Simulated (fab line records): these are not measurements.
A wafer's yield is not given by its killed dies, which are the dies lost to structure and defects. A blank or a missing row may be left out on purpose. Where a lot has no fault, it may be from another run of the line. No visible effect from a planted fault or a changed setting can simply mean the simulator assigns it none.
3 desks looking at one fault / flow nand-harc / each desk has only its own numbers; what lay behind them comes last

AT THE TOOL OWNER'S DESK: rie-diel-03
The tool's own readings at NHARC_P_M2_ETCH_28 (etches the open film in CF4/N2, target depth 30 nm, time 72.99 s): means of the sampled wafers that have a number, for each lot that ran on this tool. Marked OUT: a lot whose mean sits more than 4 standard deviations from the usual mean, which makes it out of limits; the brackets give that distance.
Columns: A = cf4-flow-sccm at NHARC_P_M2_ETCH_28, usual 50.01 sccm; B = drypump-motor-current-A at NHARC_P_M2_ETCH_28, usual 5.6 A; C = oes-product-au at NHARC_P_M2_ETCH_28, usual 1.002 a.u.; D = rf-vpp-V at NHARC_P_M2_ETCH_28, usual 314.1 V; E = run-length-s at NHARC_P_M2_ETCH_28, usual 94.0 s; F = showerhead-plenum-p-Torr at NHARC_P_M2_ETCH_28, usual 2.62 Torr; G = throttle-valve-pct at NHARC_P_M2_ETCH_28, usual 19.795 %
lot=L400; first seen here=day 6 16:43; A=50.05; B=5.5; C=1.000; D=313.9; E=93.8; F=2.58; G=19.802
lot=L402; first seen here=day 6 22:31; A=50.06; B=5.4; C=0.998; D=312.6; E=93.8; F=2.50; G=19.788
lot=L407; first seen here=day 7 22:17; A=49.98; B=5.7; C=1.003; D=315.2; E=94.0; F=2.69; G=19.789
lot=L406; first seen here=day 7 23:06; A=50.15; B=5.5; C=1.005; D=313.7; E=77.2 (-47) OUT; F=2.58; G=19.795
lot=L409; first seen here=day 8 10:02; A=50.01; B=6.1; C=0.990; D=315.4; E=86.0 (-22) OUT; F=2.72; G=19.785
lot=L410; first seen here=day 8 11:24; A=49.98; B=5.5; C=1.008; D=313.3; E=77.5 (-46) OUT; F=2.61; G=19.801
lot=L421; first seen here=day 11 13:22; A=50.13; B=5.4; C=1.015; D=312.4; E=93.9; F=2.49; G=19.799
lot=L422; first seen here=day 11 20:29; A=50.08; B=5.5; C=1.008; D=313.4; E=94.0; F=2.58; G=19.790
lot=L423; first seen here=day 11 23:28; A=50.05; B=6.1; C=1.003; D=315.4; E=94.1; F=2.72; G=19.795
This desk's verdict: out of limits on L406, L409, L410, starting with L406 at day 7 23:06 (run-length-s at NHARC_P_M2_ETCH_28). L400, L402, L407, L421, L422, L423: within limits.

FROM THE METROLOGY DESK
What the gauges read, lot by lot, whatever tool the lot ran on: means of the sampled wafers that have a number. Marked OUT: a lot whose mean sits more than 4 standard deviations from the usual mean, which makes it out of limits; the brackets give that distance.
Columns: A = thk-nm at NHARC_P_M1_THK_MEAS_24, usual 157.9 nm
lot=L400; first seen here=day 6 14:21; A=156.1
lot=L402; first seen here=day 6 20:11; A=156.8
lot=L403; first seen here=day 6 20:55; A=156.9
lot=L407; first seen here=day 7 19:56; A=158.2
lot=L408; first seen here=day 7 20:16; A=159.1
lot=L406; first seen here=day 7 20:45; A=157.6
lot=L409; first seen here=day 8 07:34; A=157.9
lot=L410; first seen here=day 8 09:03; A=158.8
lot=L421; first seen here=day 11 10:05; A=160.1
lot=L420; first seen here=day 11 10:26; A=157.0
lot=L422; first seen here=day 11 17:39; A=157.0
lot=L423; first seen here=day 11 21:14; A=160.2
Finding of this desk: none of the 12 lots has anything out of limits.

THE DEFECT DESK
What the inspections along the route counted, lot by lot: means of the sampled wafers that have a number. Marked OUT: a lot whose mean sits more than 4 standard deviations from the usual mean, which makes it out of limits; the brackets give that distance.
Columns: A = raw-defect-count at NHARC_P_M1_INSPECT_27, usual 286
lot=L400; first seen here=day 6 14:31; A=254
lot=L402; first seen here=day 6 20:20; A=311
lot=L403; first seen here=day 6 21:04; A=230
lot=L407; first seen here=day 7 20:06; A=261
lot=L408; first seen here=day 7 20:26; A=713
lot=L406; first seen here=day 7 20:54; A=245
lot=L409; first seen here=day 8 07:43; A=172
lot=L410; first seen here=day 8 09:12; A=186
lot=L421; first seen here=day 11 10:14; A=215
lot=L420; first seen here=day 11 10:37; A=273
lot=L422; first seen here=day 11 17:49; A=199
lot=L423; first seen here=day 11 21:23; A=208
Finding of this desk: none of the 12 lots has anything out of limits.

BROUGHT TOGETHER
The tool owner's desk had the chance to raise an alarm at day 7 23:06 on L406, L409, L410.
From the metrology desk's view, nothing was out of limits.
No out-of-limits result turned up at the defect desk.
The metrology desk has L406, L409, L410 on record, within its limits.
The defect desk has L406, L409, L410 on record, within its limits.
Of the lots named, all ran NHARC_P_M2_ETCH_28 on rie-diel-03.

WHAT THE SIMULATOR PUT IN
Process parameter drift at NHARC_P_M2_ETCH_28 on rie-diel-03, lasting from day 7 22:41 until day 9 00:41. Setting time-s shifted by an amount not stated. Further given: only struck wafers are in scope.
Shown lots that were struck: L406, L409, L410.
Hours from the fault's start to each desk's first reading out of limits: the tool owner's desk, 0.
